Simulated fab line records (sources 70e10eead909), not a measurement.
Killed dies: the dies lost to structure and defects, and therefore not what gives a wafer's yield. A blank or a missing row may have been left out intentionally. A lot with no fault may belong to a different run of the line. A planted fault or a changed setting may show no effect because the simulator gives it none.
Which tool was responsible? | flow nandHarc | 6 lots, 16 wafers sampled, at 5 steps of a route of 1302

## WHAT THE GAUGES READ, wafer by wafer
NHARC_A_CHANNEL_HOLE_D1_INSPECT_40.
lot  | measured     | on               | rawDefectCount
L903 | day 9 18:22  | defectInspect-01 | 80 109 112
L905 | day 10 10:27 | defectInspect-01 | 45 69 90
L907 | day 11 11:25 | defectInspect-02 | 147 125 126
L914 | day 13 23:59 | defectInspect-01 | 83
L921 | day 17 16:16 | defectInspect-02 | 60 38 59
L924 | day 18 18:34 | defectInspect-02 | 71 61 58

## WHAT TOOL EACH LOT RAN ON (gives the tool, then ch and the chambers of the sampled wafers, and finally the start)
lot  | NHARC_A_CHANNEL_HOLE_D1_ETCH_16              | NHARC_A_CHANNEL_HOLE_D1_ETCH_19 | NHARC_A_CHANNEL_HOLE_D1_ETCH_22 | NHARC_A_CHANNEL_HOLE_D1_XSEM_31
L903 | rieDiel-04 ch 1,2,3, day 9 12:40 or earlier  | harEtch-02 ch 0,1, day 9 12:40  | harEtch-02 ch 0,1, day 9 13:32  | xsem-01 ch 0, day 9 18:16
L905 | rieDiel-10 ch 0,1,3, day 10 04:44 or earlier | harEtch-01 ch 1, day 10 04:44   | harEtch-01 ch 1, day 10 05:36   | xsem-02 ch 0, day 10 10:22
L907 | rieDiel-04 ch 0,1,2, day 11 05:17 or earlier | harEtch-02 ch 0,1, day 11 05:17 | harEtch-02 ch 0,1, day 11 06:17 | xsem-02 ch 0, day 11 11:19
L914 | rieDiel-13 ch 2, day 13 16:06 or earlier     | harEtch-02 ch 1, day 13 16:06   | harEtch-02 ch 1, day 13 17:17   | xsem-02 ch 0, day 13 21:41
L921 | rieDiel-10 ch 0,2,3, day 17 10:32 or earlier | harEtch-01 ch 0,1, day 17 10:32 | harEtch-01 ch 0,1, day 17 11:24 | xsem-01 ch 0, day 17 16:10
L924 | rieDiel-13 ch 0,2,3, day 18 12:34 or earlier | harEtch-01 ch 0,1, day 18 12:34 | harEtch-01 ch 0,1, day 18 13:31 | xsem-01 ch 0, day 18 18:28
- NHARC_A_CHANNEL_HOLE_D1_ETCH_16: etches the open film in O2/COS, target depth 3100 nm, time 806 s.
- NHARC_A_CHANNEL_HOLE_D1_ETCH_19: etches the open film in C4F8/O2/Ar, time 34.5 s.
- NHARC_A_CHANNEL_HOLE_D1_ETCH_22: etches the open film in C4F8/O2/Ar, time 666.7 s, target depth 1600 nm.
- NHARC_A_CHANNEL_HOLE_D1_XSEM_31

## THE ANSWER, worked out from the rows above alone
Rule: the usual values come from the lots themselves. The widest of any qualifying gaps counts: lots, ordered by their means at a reading, are off when they make up no more than a third of the lots, leave a main group of 4 or more, and stand apart from it by 3 or more times the standard deviation of that group's means. Not used: any main group whose means are identical at the precision the tables above print for the reading. A lot without any number at a reading at which 4 lots or more have one is off too. Any other lot the step has rows for is counted as sound.
Across all readings shown, no lot is off: no conclusion can be drawn from this.

## WHAT HAD BEEN PUT IN BY THE SIMULATOR
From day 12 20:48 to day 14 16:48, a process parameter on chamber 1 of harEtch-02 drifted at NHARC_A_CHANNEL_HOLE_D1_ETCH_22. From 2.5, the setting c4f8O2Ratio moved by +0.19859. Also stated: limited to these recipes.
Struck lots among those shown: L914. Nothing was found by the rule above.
